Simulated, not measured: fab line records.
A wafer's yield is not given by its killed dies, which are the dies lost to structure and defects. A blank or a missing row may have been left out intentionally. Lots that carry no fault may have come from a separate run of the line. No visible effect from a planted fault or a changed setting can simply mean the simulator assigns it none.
Chamber matching -- flow n5-finfet -- N5_BEOL_M15_DESCUM_15 on rie-diel-02: 4 sister chambers
The step chemistry O2, time 7.9 s. 20 wafers are shown with their chamber, then 10 later ones without.

EACH WAFER AND ITS CHAMBER
wafer,chamber,showerhead-plenum-p-Torr (Torr),drypump-motor-current-A (A),throttle-valve-pct (%)
L074.1,3,2.23,5.6,20.15
L074.4,1,2.10,5.8,20.29
L074.6,3,2.23,5.6,20.14
L079.3,3,2.23,5.6,20.18
L079.4,3,2.23,5.6,20.16
L079.5,1,2.09,5.8,20.32
L081.2,3,2.23,5.6,20.16
L081.3,1,2.09,5.7,20.33
L081.4,1,2.09,5.7,20.31
L080.2,1,2.09,5.8,20.33
L080.3,2,2.05,6.5,20.60
L080.6,3,2.23,5.6,20.16
L083.1,2,2.05,6.4,20.59
L083.5,1,2.09,5.7,20.33
L083.6,2,2.05,6.4,20.60
L086.1,2,2.05,6.5,20.61
L086.2,1,2.09,5.7,20.35
L086.4,3,2.22,5.6,20.19
L085.3,1,2.09,5.8,20.35
L085.4,0,2.15,5.1,20.18

SIGNATURES (averages over the wafers above)
reading,chamber 0,chamber 1,chamber 2,chamber 3,scatter within a chamber
showerhead-plenum-p-Torr,2.1500,2.0913,2.0500,2.2286,0.00329
drypump-motor-current-A,5.100,5.750,6.450,5.600,0.0433
throttle-valve-pct,20.1800,20.3262,20.6000,20.1629,0.0172
Rule: for each reading, subtract the chamber's mean from the wafer's reading, divide by that reading's scatter and square the result; add these up over the readings and take the root, which gives the wafer's distance from the chamber. If the next closest chamber is less than 2 further off than the closest, the wafer can't be placed; otherwise it belongs to the closest. The scatter: the root of (the sum of the squares of (reading less its chamber's mean) over the shown wafers, divided by (wafers less chambers)).

WAFERS WHOSE CHAMBER IS MISSING
wafer,showerhead-plenum-p-Torr (Torr),drypump-motor-current-A (A),throttle-valve-pct (%)
L085.5,2.22,5.6,20.19
L091.3,2.22,5.6,20.20
L091.4,2.08,5.8,20.36
L091.5,2.22,5.6,20.21
L092.1,2.22,5.6,20.22
L092.2,2.08,5.8,20.36
L092.5,2.22,5.6,20.21
L097.1,2.08,5.8,20.37
L097.2,2.15,5.1,20.20
L097.5,2.21,5.6,20.23

THE CHAMBER EACH PASSED THROUGH
wafer,from the rows above,in truth
L085.5,3,3
L091.3,3,3
L091.4,1,1
L091.5,3,3
L092.1,3,3
L092.2,1,1
L092.5,3,3
L097.1,1,1
L097.2,0,0
L097.5,3,3
Correct placement for 10 of the 10. Not placeable from these rows: 0. Wrongly placed: 0.
